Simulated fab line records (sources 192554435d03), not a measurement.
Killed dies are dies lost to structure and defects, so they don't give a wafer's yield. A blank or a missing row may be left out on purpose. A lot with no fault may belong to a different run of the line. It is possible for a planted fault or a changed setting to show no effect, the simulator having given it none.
Split-lot trial ; flow n5-finfet ; 39 wafers read across 7 lots, on a route 1938 steps long

## THE SPLIT ITSELF
At N5_BEOL_M5_TRENCH_ETCH_37 (etches SiCOH lowk in C4F6/O2, target depth 71.652 nm, time 24.7 s), the setting target-depth-a was moved away from the recipe's 716.52 angstrom on 15 of the 39 wafers read, by -28.2% to +49.3%. All remaining wafers had this setting at the recipe value.

## FROM THE SPLIT TO THE READING: what the file shows between them, 8 steps
- N5_BEOL_M5_ETCH_41: etches SiCN in CH3F/O2, target depth 31.5 nm, time 56.7 s
- N5_BEOL_M5_STRIP_91: strips in N2/H2, time 10 s
- N5_BEOL_M5_OCD_MEAS_38
- N5_BEOL_M5_HM_STRIP_39: strips TiN in peroxide tin strip, target depth 25 nm, time 158 s
- N5_BEOL_M5_SRD_40: time 30 s
- N5_BEOL_M5_ECD_50: material Cu, target thk 300 nm
- N5_BEOL_M5_ANNEAL_51: time 90 s
- N5_BEOL_M5_CMP_52: polishes, stops on SiCOH lowk, t overpolish 6.9 s, target thk 62 nm

## THE READING
M5_THK, in nm, at N5_BEOL_M5_THK_MEAS_53 (measures by xrf). Typical for fault-free wafers on this fab line: 61.9 nm, with standard deviation 1.5 nm.

wafer;tool, chamber at the split;target-depth-a as run, angstrom;against the recipe;M5_THK, nm;against lot-mates on the recipe
L074.1;rie-diel-03, 2;716.52;recipe;62.3;-
L074.2;rie-diel-03, 0;716.52;recipe;63.3;-
L074.3;rie-diel-03, 1;716.52;recipe;62.5;-
L074.4;rie-diel-03, 3;1070;+49.3%;97.1;+34.4
L074.5;rie-diel-03, 3;1070;+49.3%;96.7;+34.0
L074.6;rie-diel-03, 2;1070;+49.3%;98.5;+35.8
L079.1;rie-diel-05, 1;716.52;recipe;60.2;-
L079.2;rie-diel-05, 0;514.6;-28.2%;43.3;-17.8
L079.3;rie-diel-05, 3;716.52;recipe;64.1;-
L079.4;rie-diel-05, 2;716.52;recipe;59.0;-
L079.5;rie-diel-05, 1;514.6;-28.2%;41.4;-19.7
L079.6;rie-diel-05, 2;514.6;-28.2%;41.5;-19.6
L087.1;rie-diel-04, 2;716.52;recipe;61.3;-
L087.2;rie-diel-04, 3;716.52;recipe;60.3;-
L087.3;rie-diel-04, 1;716.52;recipe;60.5;-
L087.4;rie-diel-04, 0;716.52;recipe;62.3;-
L087.5;rie-diel-04, 0;716.52;recipe;62.8;-
L087.6;rie-diel-04, 1;716.52;recipe;60.9;-
L089.1;rie-diel-03, 0;716.52;recipe;63.7;-
L089.2;rie-diel-03, 1;716.52;recipe;64.0;-
L089.3;rie-diel-03, 3;1052;+46.8%;98.1;+34.4
L089.4;rie-diel-03, 2;1052;+46.8%;98.2;+34.5
L089.5;rie-diel-03, 2;716.52;recipe;63.5;-
L089.6;rie-diel-03, 1;1052;+46.8%;99.6;+35.9
L092.1;rie-diel-03, 2;716.52;recipe;63.0;-
L092.2;rie-diel-03, 1;517.5;-27.8%;45.0;-17.3
L092.3;rie-diel-03, 3;716.52;recipe;61.4;-
L092.4;rie-diel-03, 0;517.5;-27.8%;43.0;-19.3
L092.5;rie-diel-03, 1;716.52;recipe;62.5;-
L092.6;rie-diel-03, 2;517.5;-27.8%;44.3;-18.0
L095.1;rie-diel-04, 3;716.52;recipe;60.7;-
L095.2;rie-diel-04, 0;716.52;recipe;63.3;-
L095.3;rie-diel-04, 1;716.52;recipe;59.8;-
L095.4;rie-diel-04, 2;866;+20.9%;76.4;+15.1
L095.5;rie-diel-04, 1;866;+20.9%;76.3;+15.0
L095.6;rie-diel-04, 0;866;+20.9%;75.7;+14.4
L097.1;rie-diel-05, 3;716.52;recipe;63.0;-
L097.3;rie-diel-05, 1;716.52;recipe;61.9;-
L097.6;rie-diel-05, 3;716.52;recipe;61.5;-

FIT RESULTS
A straight line over all 39 wafers: M5_THK changes by +0.724 nm for each +1% of target-depth-a; r = +1.00; the points scatter about the line by 1.6 nm.
The same after taking each lot's own level away (the mean of its wafers on the recipe; 39 wafers): +0.706 nm for each +1%; r = +1.00; scatter 1.2 nm.
According to that fit, moving target-depth-a by its largest amount changes the reading by 35 nm.
Measured against the standard deviation above, the lots' own levels, which go from 61.10 to 63.73 nm, span 1.8 times it.
Consequently the slope shifts little with the lot-to-lot level, the two slopes agreeing.
Check: +35.3 nm against its lot-mates is what the line predicts for one of the wafers moved furthest among these (+49.3%) when that wafer is left out of the fit. Against them it came out at +34.4 nm.

## THE WHOLE CHAIN: every reading that the file lists as answering this split, in the file's order
step;what it does;reading;change (the file's fit);r (the file's)
N5_BEOL_M5_TRENCH_ETCH_37;etches SiCOH lowk in C4F6/O2, target depth 71.652 nm, time 24.7 s;etch.depth-nm (the simulator's own value, which no gauge read);+0.725 nm for each +1% of the setting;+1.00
N5_BEOL_M5_TRENCH_ETCH_37;etches SiCOH lowk in C4F6/O2, target depth 71.652 nm, time 24.7 s;BEOL_M5.feature-depth-nm (the simulator's own value, which no gauge read);+0.724 nm for each +1% of the setting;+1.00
N5_BEOL_M5_TRENCH_ETCH_37;etches SiCOH lowk in C4F6/O2, target depth 71.652 nm, time 24.7 s;TiN_of_BEOL_M5_HM_DEP_02.thk-nm (the simulator's own value, which no gauge read);-0.0198 nm for each +1% of the setting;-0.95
N5_BEOL_M5_OCD_MEAS_38;;trench-depth-nm;+0.726 nm for each +1% of the setting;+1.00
N5_BEOL_M5_CMP_52;polishes, stops on SiCOH lowk, t overpolish 6.9 s, target thk 62 nm;Cu_of_BEOL_M5_ECD_50.thk-nm (the simulator's own value, which no gauge read);+0.708 nm for each +1% of the setting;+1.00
N5_BEOL_M5_THK_MEAS_53;measures by xrf;M5_THK;+0.709 for each +1% of the setting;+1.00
N5_BEOL_M5_RS_MEAS_57;measures by four-point-probe;M5_RS;not straight: 0.621 at the lowest setting, 0.389 at the recipe, 0.227 at the highest;not given

## FILE'S OWN FIT
M5_THK changes by +0.709 nm for each +1% of target-depth-a, r = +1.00.
